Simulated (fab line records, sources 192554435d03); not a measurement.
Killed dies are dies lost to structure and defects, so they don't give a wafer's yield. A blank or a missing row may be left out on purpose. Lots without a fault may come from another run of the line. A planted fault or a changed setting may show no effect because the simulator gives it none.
Split-lot experiment | flow n5_finfet | 7 lots, 21 wafers read, on a route of 1938 steps

THE SPLIT
At N5_FIN_SAQP_SPACER1_ALD_24 (deposits SiO2, target thk 20.3 nm, pulse time 1 s, purge time 2 s), the setting ald_cycles was moved away from the recipe's 218 on 7 of the 21 wafers read, by -16.1% to +16.1%. The other wafers ran this setting at the recipe's value.

FROM THE SPLIT TO THE READING: what the file shows between them, 2 steps
- N5_FIN_SAQP_SPACER1_ETCHBACK_25: etches SiO2 in CHF3/O2, target depth 24.4 nm, time 12.2 s
- N5_FIN_SAQP_MANDREL1_REMOVE_56: chemistry HBr/Cl2/O2, target a-Si, stops on SiNx, bt time 10 s

THE READING
cd_nm, in nm, at N5_FIN_SAQP_CD_MEAS_27 (target cd 20 nm). Fault-free wafers of this fab line usually give 20.27 nm, standard deviation 0.25 nm.

wafer  | tool, chamber at the split | ald_cycles as run | against the recipe | cd_nm, nm | against lot-mates on the recipe
L075.1 | ald_sin-03, 1              | 218               | recipe             | 19.98     | -
L075.3 | ald_sin-03, 3              | 253               | +16.1%             | 23.76     | +3.68
L075.4 | ald_sin-03, 1              | 218               | recipe             | 20.18     | -
L077.2 | ald_sin-01, 1,2,0          | 218               | recipe             | 20.34     | -
L077.3 | ald_sin-01, 1,2,0          | 218               | recipe             | 20.50     | -
L077.4 | ald_sin-01, 1,2,0          | 218               | recipe             | 19.92     | -
L078.2 | ald_sin-04, 1              | 203               | -6.9%              | 18.38     | -1.80
L078.4 | ald_sin-04, 0,3            | 218               | recipe             | 20.19     | -
L078.5 | ald_sin-04, 0,3            | 218               | recipe             | 20.17     | -
L079.3 | ald_sin-04, 2              | 218               | recipe             | 20.13     | -
L079.4 | ald_sin-04, 3,1            | 183               | -16.1%             | 17.04     | -3.09
L079.6 | ald_sin-04, 3,1            | 183               | -16.1%             | 16.82     | -3.31
L081.3 | ald_sin-04, 1              | 218               | recipe             | 20.19     | -
L081.4 | ald_sin-04, 3,0            | 218               | recipe             | 20.43     | -
L081.6 | ald_sin-04, 3,0            | 218               | recipe             | 20.39     | -
L082.2 | ald_sin-01, 1,3            | 218               | recipe             | 20.13     | -
L082.4 | ald_sin-01, 1,3            | 218               | recipe             | 20.42     | -
L082.5 | ald_sin-01, 0              | 190               | -12.8%             | 17.57     | -2.70
L088.3 | ald_sin-01, 2,3            | 253               | +16.1%             | 23.51     | +3.37
L088.5 | ald_sin-01, 2,3            | 253               | +16.1%             | 24.02     | +3.88
L088.6 | ald_sin-01, 2              | 218               | recipe             | 20.14     | -
Where a row lists several chambers, the file gives one row for several wafers and doesn't say which wafer went through which chamber.

THE FIT
A straight line over all 21 wafers: cd_nm changes by +0.215 nm for each +1% of ald_cycles; r = +0.99; the points scatter about the line by 0.2 nm.
The same after taking each lot's own level away (the mean of its wafers on the recipe; 21 wafers): +0.217 nm for each +1%; r = +0.99; scatter 0.2 nm.
On that fit, the largest move of ald_cycles shifts the reading by 3.5 nm.
The lots' own levels span 20.080 to 20.337 nm, that is 1.0 times the standard deviation above.
So the lot-to-lot level changes the slope little: the two slopes agree.
Check: with one of the wafers moved furthest among these (+16.1%) left out of the fit, the line predicts +3.47 nm for it against its lot-mates. It came out at +3.68 nm against them.

OTHER SPLITS ON THESE WAFERS
These wafers also went through other splits before the reading. Each is held against what the fit with the lots' levels taken away leaves over:
other split on the same wafers | wafers away from the commonest value | r with cd_nm (lot level and that fit taken away)
N5_WELL_APT_EXPOSE_05 dose_mj  | 10                                   | -0.13

THE WHOLE CHAIN: every reading that the file lists as answering this split, in the file's order
step                           | what it does                                                      | reading                                                                                 | change (the file's fit)               | r (the file's)
N5_FIN_SAQP_SPACER1_ALD_24     | deposits SiO2, target thk 20.3 nm, pulse time 1 s, purge time 2 s | SiO2_of_FIN_SAQP_SPACER1_ALD_24.thk_nm (the simulator's own value, which no gauge read) | +0.204 nm for each +1% of the setting | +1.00
N5_FIN_SAQP_MANDREL1_REMOVE_56 | chemistry HBr/Cl2/O2, target a-Si, stops on SiNx, bt time 10 s    | FIN_SAQP.cd_nm (the simulator's own value, which no gauge read)                         | +0.208 nm for each +1% of the setting | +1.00
N5_FIN_SAQP_CD_MEAS_27         | target cd 20 nm                                                   | cd_nm                                                                                   | +0.219 nm for each +1% of the setting | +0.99

THE FILE'S OWN FIT
cd_nm changes by +0.219 nm for each +1% of ald_cycles, r = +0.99.
